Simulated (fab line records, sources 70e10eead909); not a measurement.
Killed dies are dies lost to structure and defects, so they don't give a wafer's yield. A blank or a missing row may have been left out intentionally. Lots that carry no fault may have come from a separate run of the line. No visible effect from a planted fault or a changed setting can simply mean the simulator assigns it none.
What tool caused it? + flow nand harc + 66 wafers from 22 lots sampled at 6 of the route's 1302 steps

## WHAT THE GAUGES SHOWED, per wafer
The record holds no reading of a measuring or inspecting step that can be judged against a usual standard deviation.

## WHICH TOOL RAN EACH LOT (tool, then ch and the chambers of the sampled wafers, then the start)
| lot  | NHARC_A_STAIRCASE_ETCH_294                    | NHARC_A_STAIRCASE_STRIP_295                   | NHARC_A_STAIRCASE_DEP_322       | NHARC_A_STAIRCASE_ETCHBACK_422     | NHARC_A_SGD_CUT_DESCUM_14          | NHARC_A_SGD_CUT_STRIP_28         |
|------|-----------------------------------------------|-----------------------------------------------|---------------------------------|------------------------------------|------------------------------------|----------------------------------|
| L077 | rie diel-10 ch 0,1, day 18 23:25 or earlier   | rie diel-10 ch 1,2,3, day 18 23:25 or earlier | pecvd-04 ch 0,1,2, day 18 23:25 | rie diel-10 ch 0,3, day 20 05:05   | rie diel-11 ch 0,1,3, day 20 07:20 | rie diel-11 ch 0,2, no start     |
| L075 | rie diel-04 ch 1,3, day 18 23:14 or earlier   | rie diel-04 ch 0,1, day 18 23:14 or earlier   | pecvd-01 ch 0,1,2, day 18 23:14 | rie diel-04 ch 0,2, day 20 02:11   | rie diel-09 ch 0,2,3, day 20 04:22 | rie diel-09 ch 0,2,3, no start   |
| L074 | rie diel-13 ch 0,1, day 18 23:46 or earlier   | rie diel-13 ch 0,1, day 18 23:46 or earlier   | pecvd-02 ch 0,1,2, day 18 23:46 | rie diel-04 ch 1,2, day 19 22:58   | rie diel-09 ch 0,2,3, day 20 01:10 | rie diel-06 ch 0,1,3, no start   |
| L076 | rie diel-13 ch 1,2,3, day 18 23:47 or earlier | rie diel-13 ch 1,2,3, day 18 23:47 or earlier | pecvd-04 ch 0,1,2, day 18 23:47 | rie diel-13 ch 1,3, day 20 07:52   | rie diel-06 ch 0,3, day 20 10:06   | rie diel-09 ch 2,3, no start     |
| L079 | rie diel-13 ch 0,2,3, day 19 17:19 or earlier | rie diel-13 ch 0,3, day 19 17:19 or earlier   | pecvd-01 ch 1,2, day 19 17:19   | rie diel-13 ch 0,1,2, day 20 14:41 | rie diel-06 ch 0,2, day 20 16:58   | rie diel-11 ch 0,1,2, no start   |
| L078 | rie diel-04 ch 0,1,2, day 19 17:19 or earlier | rie diel-04 ch 0,1,3, day 19 17:19 or earlier | pecvd-04 ch 1,2, day 19 17:19   | rie diel-04 ch 0,1,3, day 20 14:40 | rie diel-11 ch 0,1,3, day 20 16:46 | rie diel-09 ch 1,2,3, no start   |
| L080 | rie diel-13 ch 0,3, day 20 17:55 or earlier   | rie diel-13 ch 1,2, day 20 17:55 or earlier   | pecvd-02 ch 0,2, day 20 17:55   | rie diel-13 ch 0,1,2, day 21 18:31 | rie diel-06 ch 1,2, day 21 20:59   | rie diel-11 ch 2,3, no start     |
| L083 | rie diel-10 ch 1,2,3, day 21 06:35 or earlier | rie diel-10 ch 0,2,3, day 21 06:35 or earlier | pecvd-01 ch 1,2, day 21 06:35   | rie diel-13 ch 0,1,3, day 22 11:17 | rie diel-09 ch 1,2,3, day 22 13:36 | rie diel-11 ch 0,1,2, no start   |
| L082 | rie diel-10 ch 0,3, day 21 06:35 or earlier   | rie diel-10 ch 2,3, day 21 06:35 or earlier   | pecvd-02 ch 1,2, day 21 06:35   | rie diel-04 ch 1,2,3, day 22 11:37 | rie diel-11 ch 0,1,3, day 22 13:50 | rie diel-06 ch 0,1,3, no start   |
| L084 | rie diel-13 ch 0,1,2, day 22 09:20 or earlier | rie diel-13 ch 1,2,3, day 22 09:20 or earlier | pecvd-02 ch 1,2, day 22 09:20   | rie diel-13 ch 1,2,3, day 23 07:34 | rie diel-06 ch 0,1,2, day 23 09:52 | rie diel-11 ch 1,3, no start     |
| L085 | rie diel-10 ch 0,1,2, day 22 16:22 or earlier | rie diel-10 ch 0,1,3, day 22 16:22 or earlier | pecvd-01 ch 0,1, day 22 16:22   | rie diel-04 ch 2,3, day 23 15:34   | rie diel-09 ch 0,1,2, day 23 17:41 | rie diel-11 ch 0,1,2, no start   |
| L086 | rie diel-10 ch 0,2, day 22 16:16 or earlier   | rie diel-10 ch 0,1,2, day 22 16:16 or earlier | pecvd-04 ch 0,1,2, day 22 16:16 | rie diel-04 ch 1,2, day 23 16:13   | rie diel-06 ch 0,2,3, day 23 18:28 | rie diel-06 ch 1,2, day 24 00:28 |
| L088 | rie diel-13 ch 0,2,3, day 23 18:22 or earlier | rie diel-13 ch 1,2, day 23 18:22 or earlier   | pecvd-01 ch 1,2, day 23 18:22   | rie diel-10 ch 1,2,3, day 24 18:23 | rie diel-11 ch 1,2, day 24 20:57   | rie diel-11 ch 0,2, no start     |
| L087 | rie diel-04 ch 0,2, day 23 23:34 or earlier   | rie diel-04 ch 0,1,3, day 23 23:34 or earlier | pecvd-01 ch 0,2, day 23 23:34   | rie diel-10 ch 0,2,3, day 24 18:52 | rie diel-11 ch 0,2, day 24 21:01   | rie diel-09 ch 0,3, no start     |
| L089 | rie diel-10 ch 0,3, day 23 23:34 or earlier   | rie diel-10 ch 1,2, day 23 23:34 or earlier   | pecvd-04 ch 0,2, day 23 23:34   | rie diel-04 ch 0,3, day 24 18:31   | rie diel-06 ch 0,1,3, day 24 20:48 | rie diel-06 ch 0,1,3, no start   |
| L091 | rie diel-04 ch 0,1,3, day 24 17:17 or earlier | rie diel-04 ch 0,1,2, day 24 17:17 or earlier | pecvd-04 ch 0,2, day 24 17:17   | rie diel-04 ch 0,2, day 25 23:54   | rie diel-06 ch 0,3, day 26 02:23   | rie diel-11 ch 0,1, no start     |
| L090 | rie diel-10 ch 2,3, day 24 17:13 or earlier   | rie diel-10 ch 0,1,3, day 24 17:13 or earlier | pecvd-02 ch 1,2, day 24 17:13   | rie diel-04 ch 1,2, day 26 00:04   | rie diel-09 ch 1,3, day 26 02:40   | rie diel-09 ch 0,3, no start     |
| L092 | rie diel-13 ch 1,2,3, day 24 22:04 or earlier | rie diel-13 ch 1,2, day 24 22:04 or earlier   | pecvd-01 ch 1,2, day 24 22:04   | rie diel-04 ch 2,3, day 26 00:26   | rie diel-11 ch 0,1,2, day 26 02:49 | rie diel-06 ch 0,1,2, no start   |
| L094 | rie diel-04 ch 2,3, day 26 11:09 or earlier   | rie diel-04 ch 0,1,2, day 26 11:09 or earlier | pecvd-04 ch 0,1, day 26 11:09   | rie diel-13 ch 2,3, day 27 11:10   | rie diel-09 ch 0,1,3, day 27 13:25 | rie diel-06 ch 0,3, no start     |
| L096 | rie diel-13 ch 0,1,3, day 27 07:14 or earlier | rie diel-13 ch 0,1,3, day 27 07:14 or earlier | pecvd-02 ch 1,2, day 27 07:14   | rie diel-13 ch 0,1, day 28 08:19   | rie diel-06 ch 0,1,3, day 28 10:34 | rie diel-11 ch 2,3, no start     |
| L095 | rie diel-13 ch 1,3, day 27 07:53 or earlier   | rie diel-13 ch 0,1,3, day 27 07:53 or earlier | pecvd-02 ch 0,1,2, day 27 07:53 | rie diel-10 ch 1,2,3, day 28 08:32 | rie diel-09 ch 1,2,3, day 28 10:53 | rie diel-09 ch 0,2,3, no start   |
| L097 | rie diel-13 ch 0,1,3, day 27 14:20 or earlier | rie diel-13 ch 0,1,3, day 27 14:20 or earlier | pecvd-02 ch 0,1,2, day 27 14:20 | rie diel-04 ch 0,1,3, day 28 14:52 | rie diel-09 ch 0,1,2, day 28 17:10 | rie diel-11 ch 0,2,3, no start   |
- NHARC_A_STAIRCASE_ETCH_294: etches the open film in C4F8/O2/Ar, target depth 4989 nm, time 1211.6 s.
- NHARC_A_STAIRCASE_STRIP_295: strips in O2.
- NHARC_A_STAIRCASE_DEP_322: deposits SiO2, target thk 7200 nm.
- NHARC_A_STAIRCASE_ETCHBACK_422: etches the open film in CH3F/O2, target depth 40 nm, time 74.286 s.
- NHARC_A_SGD_CUT_DESCUM_14: chemistry O2, time 3 s.
- NHARC_A_SGD_CUT_STRIP_28: strips in O2, time 20 s.

## AS READ BY THE TOOLS THEMSELVES (means over the sampled wafers that have a number; for cases with no such wafer, the mark the record gives instead)
NHARC_A_STAIRCASE_ETCH_294. Usual: oes product au 0.931 a.u., standard deviation 0.013; rf vpp V 1824 V, standard deviation 9.6.
| lot  | tool        | oes product au (a.u.) | rf vpp V (V) | flag |
|------|-------------|-----------------------|--------------|------|
| L077 | rie diel-10 | 0.932                 | 1826         |      |
| L075 | rie diel-04 | 0.913                 | 1823         |      |
| L074 | rie diel-13 | 0.946                 | 1821         |      |
| L076 | rie diel-13 | 0.933                 | 1821         |      |
| L079 | rie diel-13 | 0.941                 | 1818         |      |
| L078 | rie diel-04 | 0.931                 | 1834         |      |
| L080 | rie diel-13 | 0.947                 | 1823         |      |
| L083 | rie diel-10 | 0.920                 | 1829         |      |
| L082 | rie diel-10 | 0.917                 | 1824         |      |
| L084 | rie diel-13 | 0.946                 | 1816         |      |
| L085 | rie diel-10 | 0.915                 | 1831         |      |
| L086 | rie diel-10 | 0.905                 | 1832         |      |
| L088 | rie diel-13 | 0.937                 | 1817         |      |
| L087 | rie diel-04 | 0.935                 | 1838         |      |
| L089 | rie diel-10 | 0.914                 | 1823         |      |
| L091 | rie diel-04 | 0.933                 | 1826         |      |
| L090 | rie diel-10 | 0.927                 | 1836         |      |
| L092 | rie diel-13 | 0.950                 | 1819         |      |
| L094 | rie diel-04 | 0.928                 | 1828         |      |
| L096 | rie diel-13 | 0.939                 | 1819         |      |
| L095 | rie diel-13 | 0.928                 | 1823         |      |
| L097 | rie diel-13 | 0.937                 | 1819         |      |

NHARC_A_STAIRCASE_STRIP_295. Usual: drypump motor current A 5.7 A, standard deviation 0.59; mfc ar sccm 0.006 sccm, standard deviation 0.01; oes product au 0.999 a.u., standard deviation 0.013; rf vpp V 57.6 V, standard deviation 0.87; showerhead plenum p Torr 3.49 Torr, standard deviation 0.13; throttle valve pct 17.037 %, standard deviation 0.009.
| lot  | tool        | drypump motor current A (A) | mfc ar sccm (sccm) | oes product au (a.u.) | rf vpp V (V) | showerhead plenum p Torr (Torr) | throttle valve pct (%) | flag |
|------|-------------|-----------------------------|--------------------|-----------------------|--------------|---------------------------------|------------------------|------|
| L077 | rie diel-10 | 5.6                         | 0.003              | 0.996                 | 57.0         | 3.40                            | 17.035                 |      |
| L075 | rie diel-04 | 4.8                         | 0.010              | 0.997                 | 58.4         | 3.54                            | 17.029                 |      |
| L074 | rie diel-13 | 5.8                         | 0.000              | 1.008                 | 57.5         | 3.46                            | 17.035                 |      |
| L076 | rie diel-13 | 5.8                         | 0.000              | 1.007                 | 58.1         | 3.46                            | 17.024                 |      |
| L079 | rie diel-13 | 6.4                         | 0.000              | 1.006                 | 58.4         | 3.47                            | 17.037                 |      |
| L078 | rie diel-04 | 5.2                         | 0.011              | 0.983                 | 58.2         | 3.54                            | 17.036                 |      |
| L080 | rie diel-13 | 5.5                         | 0.000              | 1.016                 | 57.7         | 3.45                            | 17.028                 |      |
| L083 | rie diel-10 | 6.0                         | 0.006              | 0.975                 | 58.5         | 3.58                            | 17.036                 |      |
| L082 | rie diel-10 | 6.0                         | 0.000              | 0.992                 | 57.7         | 3.67                            | 17.046                 |      |
| L084 | rie diel-13 | 5.8                         | 0.000              | 1.005                 | 58.7         | 3.44                            | 17.041                 |      |
| L085 | rie diel-10 | 5.6                         | 0.009              | 0.986                 | 57.1         | 3.47                            | 17.041                 |      |
| L086 | rie diel-10 | 5.9                         | 0.009              | 0.989                 | 57.0         | 3.60                            | 17.039                 |      |
| L088 | rie diel-13 | 5.5                         | 0.000              | 1.011                 | 58.0         | 3.43                            | 17.027                 |      |
| L087 | rie diel-04 | 5.2                         | 0.011              | 0.990                 | 58.1         | 3.52                            | 17.045                 |      |
| L089 | rie diel-10 | 5.5                         | 0.006              | 1.001                 | 56.9         | 3.58                            | 17.048                 |      |
| L091 | rie diel-04 | 5.3                         | 0.019              | 1.006                 | 56.9         | 3.61                            | 17.034                 |      |
| L090 | rie diel-10 | 5.6                         | 0.009              | 0.987                 | 58.1         | 3.45                            | 17.038                 |      |
| L092 | rie diel-13 | 5.5                         | 0.000              | 1.010                 | 57.5         | 3.42                            | 17.034                 |      |
| L094 | rie diel-04 | 5.3                         | 0.019              | 1.004                 | 58.0         | 3.60                            | 17.035                 |      |
| L096 | rie diel-13 | 6.1                         | 0.000              | 0.999                 | 57.6         | 3.43                            | 17.042                 |      |
| L095 | rie diel-13 | 6.1                         | 0.000              | 1.007                 | 58.0         | 3.43                            | 17.040                 |      |
| L097 | rie diel-13 | 6.1                         | 0.000              | 1.003                 | 57.0         | 3.42                            | 17.036                 |      |

NHARC_A_STAIRCASE_DEP_322. Usual: heater power w reads 708 W (standard deviation 100).
| lot  | tool     | heater power w (W) | flag |
|------|----------|--------------------|------|
| L077 | pecvd-04 | 705                |      |
| L075 | pecvd-01 | 709                |      |
| L074 | pecvd-02 | 640                |      |
| L076 | pecvd-04 | 715                |      |
| L079 | pecvd-01 | 720                |      |
| L078 | pecvd-04 | 688                |      |
| L080 | pecvd-02 | 646                |      |
| L083 | pecvd-01 | 790                |      |
| L082 | pecvd-02 | 695                |      |
| L084 | pecvd-02 | 719                |      |
| L085 | pecvd-01 | 662                |      |
| L086 | pecvd-04 | 734                |      |
| L088 | pecvd-01 | 738                |      |
| L087 | pecvd-01 | 684                |      |
| L089 | pecvd-04 | 723                |      |
| L091 | pecvd-04 | 688                |      |
| L090 | pecvd-02 | 678                |      |
| L092 | pecvd-01 | 756                |      |
| L094 | pecvd-04 | 806                |      |
| L096 | pecvd-02 | 712                |      |
| L095 | pecvd-02 | 652                |      |
| L097 | pecvd-02 | 672                |      |

NHARC_A_STAIRCASE_ETCHBACK_422. Usual: drypump motor current A 5.6 A, standard deviation 0.61; mfc ar sccm 199.9 sccm, standard deviation 0.55; oes product au 0.95 a.u., standard deviation 0.037; rf vpp V 244.1 V, standard deviation 1.6; showerhead plenum p Torr 2.44 Torr, standard deviation 0.096; throttle valve pct 20.664 %, standard deviation 0.0095.
| lot  | tool        | drypump motor current A (A) | mfc ar sccm (sccm) | oes product au (a.u.) | rf vpp V (V) | showerhead plenum p Torr (Torr) | throttle valve pct (%) | flag |
|------|-------------|-----------------------------|--------------------|-----------------------|--------------|---------------------------------|------------------------|------|
| L077 | rie diel-10 | 6.0                         | 200.1              | 0.98                  | 243.8        | 2.42                            | 20.659                 |      |
| L075 | rie diel-04 | 5.4                         | 199.8              | 0.92                  | 245.4        | 2.57                            | 20.655                 |      |
| L074 | rie diel-04 | 5.3                         | 199.7              | 0.92                  | 244.3        | 2.48                            | 20.672                 |      |
| L076 | rie diel-13 | 6.0                         | 200.4              | 1.01                  | 244.0        | 2.44                            | 20.676                 |      |
| L079 | rie diel-13 | 5.6                         | 199.9              | 0.93                  | 242.6        | 2.36                            | 20.661                 |      |
| L078 | rie diel-04 | 5.2                         | 199.8              | 0.99                  | 245.2        | 2.46                            | 20.663                 |      |
| L080 | rie diel-13 | 5.5                         | 199.9              | 0.95                  | 242.0        | 2.35                            | 20.659                 |      |
| L083 | rie diel-13 | 6.1                         | 199.5              | 0.94                  | 243.5        | 2.40                            | 20.656                 |      |
| L082 | rie diel-04 | 5.7                         | 200.5              | 0.92                  | 244.8        | 2.47                            | 20.667                 |      |
| L084 | rie diel-13 | 5.8                         | 200.1              | 1.01                  | 243.4        | 2.39                            | 20.666                 |      |
| L085 | rie diel-04 | 6.2                         | 199.3              | 0.99                  | 245.3        | 2.53                            | 20.659                 |      |
| L086 | rie diel-04 | 5.3                         | 200.0              | 1.01                  | 245.2        | 2.47                            | 20.669                 |      |
| L088 | rie diel-10 | 5.6                         | 200.3              | 0.91                  | 244.0        | 2.47                            | 20.659                 |      |
| L087 | rie diel-10 | 5.9                         | 200.5              | 0.91                  | 245.0        | 2.48                            | 20.662                 |      |
| L089 | rie diel-04 | 5.6                         | 200.1              | 0.97                  | 243.5        | 2.45                            | 20.658                 |      |
| L091 | rie diel-04 | 5.3                         | 200.3              | 0.92                  | 245.7        | 2.55                            | 20.665                 |      |
| L090 | rie diel-04 | 5.8                         | 199.3              | 1.00                  | 244.6        | 2.52                            | 20.658                 |      |
| L092 | rie diel-04 | 6.0                         | 199.9              | 0.93                  | 243.9        | 2.46                            | 20.663                 |      |
| L094 | rie diel-13 | 6.1                         | 199.6              | 0.92                  | 243.5        | 2.39                            | 20.659                 |      |
| L096 | rie diel-13 | 5.8                         | 200.1              | 0.92                  | 243.6        | 2.38                            | 20.659                 |      |
| L095 | rie diel-10 | 5.5                         | 199.7              | 0.99                  | 244.5        | 2.46                            | 20.671                 |      |
| L097 | rie diel-04 | 5.2                         | 200.0              | 0.99                  | 243.2        | 2.43                            | 20.662                 |      |

NHARC_A_SGD_CUT_DESCUM_14. Usual: drypump motor current A 5.7 A, standard deviation 0.44; mfc ar sccm 0.016 sccm, standard deviation 0.016; oes product au 1.001 a.u., standard deviation 0.014; rf vpp V 57.8 V, standard deviation 0.86; showerhead plenum p Torr 1.93 Torr, standard deviation 0.092; throttle valve pct 11.311 %, standard deviation 0.0085.
| lot  | tool        | drypump motor current A (A) | mfc ar sccm (sccm) | oes product au (a.u.) | rf vpp V (V) | showerhead plenum p Torr (Torr) | throttle valve pct (%) | flag |
|------|-------------|-----------------------------|--------------------|-----------------------|--------------|---------------------------------|------------------------|------|
| L077 | rie diel-11 | 5.8                         | 0.013              | 0.988                 | 57.5         | 1.93                            | 11.320                 |      |
| L075 | rie diel-09 | 5.4                         | 0.000              | 1.011                 | 57.9         | 1.90                            | 11.312                 |      |
| L074 | rie diel-09 | 5.3                         | 0.000              | 1.011                 | 57.3         | 1.90                            | 11.307                 |      |
| L076 | rie diel-06 | 5.9                         | 0.030              | 0.988                 | 57.4         | 1.82                            | 11.305                 |      |
| L079 | rie diel-06 | 6.1                         | 0.040              | 0.999                 | 57.8         | 1.93                            | 11.316                 |      |
| L078 | rie diel-11 | 5.8                         | 0.013              | 0.994                 | 58.8         | 1.93                            | 11.301                 |      |
| L080 | rie diel-06 | 6.2                         | 0.039              | 1.016                 | 57.8         | 1.98                            | 11.313                 |      |
| L083 | rie diel-09 | 5.2                         | 0.000              | 0.996                 | 58.2         | 1.96                            | 11.313                 |      |
| L082 | rie diel-11 | 5.8                         | 0.013              | 0.993                 | 58.0         | 1.92                            | 11.314                 |      |
| L084 | rie diel-06 | 5.9                         | 0.039              | 1.009                 | 58.3         | 1.94                            | 11.314                 |      |
| L085 | rie diel-09 | 5.2                         | 0.000              | 1.011                 | 57.3         | 1.90                            | 11.321                 |      |
| L086 | rie diel-06 | 6.0                         | 0.035              | 1.005                 | 57.4         | 1.88                            | 11.306                 |      |
| L088 | rie diel-11 | 6.0                         | 0.020              | 0.989                 | 57.2         | 2.02                            | 11.316                 |      |
| L087 | rie diel-11 | 5.9                         | 0.016              | 0.997                 | 57.0         | 1.96                            | 11.309                 |      |
| L089 | rie diel-06 | 5.8                         | 0.034              | 1.012                 | 58.0         | 1.88                            | 11.316                 |      |
| L091 | rie diel-06 | 5.8                         | 0.035              | 0.985                 | 57.4         | 1.84                            | 11.312                 |      |
| L090 | rie diel-09 | 5.1                         | 0.000              | 0.998                 | 58.6         | 2.02                            | 11.302                 |      |
| L092 | rie diel-11 | 5.9                         | 0.019              | 0.999                 | 57.9         | 1.97                            | 11.309                 |      |
| L094 | rie diel-09 | 5.2                         | 0.000              | 1.003                 | 58.5         | 1.97                            | 11.317                 |      |
| L096 | rie diel-06 | 5.8                         | 0.034              | 1.003                 | 56.4         | 1.88                            | 11.302                 |      |
| L095 | rie diel-09 | 5.2                         | 0.000              | 1.001                 | 57.9         | 1.95                            | 11.315                 |      |
| L097 | rie diel-09 | 5.2                         | 0.000              | 0.995                 | 56.7         | 1.89                            | 11.315                 |      |

NHARC_A_SGD_CUT_STRIP_28. Usual: drypump motor current A 5.7 A, standard deviation 0.39; mfc ar sccm 0.018 sccm, standard deviation 0.016; oes product au 0.999 a.u., standard deviation 0.015; rf vpp V 57.8 V, standard deviation 0.95; showerhead plenum p Torr 3.55 Torr, standard deviation 0.15; throttle valve pct 17.036 %, standard deviation 0.0089.
| lot  | tool        | drypump motor current A (A) | mfc ar sccm (sccm) | oes product au (a.u.) | rf vpp V (V) | showerhead plenum p Torr (Torr) | throttle valve pct (%) | flag |
|------|-------------|-----------------------------|--------------------|-----------------------|--------------|---------------------------------|------------------------|------|
| L077 | rie diel-11 | 5.9                         | 0.016              | 0.997                 | 57.5         | 3.61                            | 17.035                 |      |
| L075 | rie diel-09 | 5.3                         | 0.000              | 1.000                 | 56.9         | 3.51                            | 17.036                 |      |
| L074 | rie diel-06 | 5.8                         | 0.034              | 0.999                 | 57.9         | 3.48                            | 17.033                 |      |
| L076 | rie diel-09 | 5.3                         | 0.000              | 0.996                 | 57.4         | 3.49                            | 17.035                 |      |
| L079 | rie diel-11 | 5.9                         | 0.019              | 0.998                 | 57.7         | 3.63                            | 17.045                 |      |
| L078 | rie diel-09 | 5.2                         | 0.000              | 0.984                 | 58.7         | 3.61                            | 17.035                 |      |
| L080 | rie diel-11 | 6.0                         | 0.006              | 0.987                 | 57.2         | 3.55                            | 17.036                 |      |
| L083 | rie diel-11 | 5.8                         | 0.019              | 0.989                 | 59.1         | 3.62                            | 17.041                 |      |
| L082 | rie diel-06 | 5.8                         | 0.034              | 1.001                 | 57.6         | 3.48                            | 17.041                 |      |
| L084 | rie diel-11 | 6.0                         | 0.008              | 0.984                 | 58.1         | 3.56                            | 17.036                 |      |
| L085 | rie diel-11 | 5.8                         | 0.019              | 0.993                 | 58.1         | 3.62                            | 17.033                 |      |
| L086 | rie diel-06 | 5.9                         | 0.037              | 1.016                 | 58.3         | 3.65                            | 17.028                 |      |
| L088 | rie diel-11 | 5.6                         | 0.015              | 1.002                 | 57.8         | 3.50                            | 17.046                 |      |
| L087 | rie diel-09 | 5.4                         | 0.000              | 1.015                 | 57.3         | 3.52                            | 17.038                 |      |
| L089 | rie diel-06 | 5.8                         | 0.034              | 1.000                 | 56.9         | 3.48                            | 17.035                 |      |
| L091 | rie diel-11 | 5.9                         | 0.021              | 0.993                 | 57.9         | 3.64                            | 17.036                 |      |
| L090 | rie diel-09 | 5.4                         | 0.000              | 1.026                 | 57.8         | 3.63                            | 17.029                 |      |
| L092 | rie diel-06 | 5.9                         | 0.039              | 1.006                 | 57.8         | 3.58                            | 17.045                 |      |
| L094 | rie diel-06 | 5.9                         | 0.030              | 1.010                 | 57.7         | 3.36                            | 17.044                 |      |
| L096 | rie diel-11 | 6.0                         | 0.006              | 0.989                 | 57.8         | 3.54                            | 17.035                 |      |
| L095 | rie diel-09 | 5.4                         | 0.000              | 1.014                 | 58.0         | 3.50                            | 17.038                 |      |
| L097 | rie diel-11 | 5.8                         | 0.010              | 0.999                 | 58.8         | 3.52                            | 17.042                 |      |

## THE ANSWER, worked out from the rows above alone
Rule: lot off if the mean of its wafers having a number is beyond 3 standard deviations from the usual mean. Also off: a lot with no number at a reading for which 4 or more lots have one. All remaining lots with rows at the step are treated as sound. The gauges are gone through in route order, then the tools' own readings, and for those a lot's mean is taken as printed above. At the first step where some lot is off, the reading lying furthest off is the one used; lots without a number count as furthest.
Across all readings shown, no lot is off: no conclusion can be drawn from this.

## WHAT HAD BEEN PUT IN BY THE SIMULATOR
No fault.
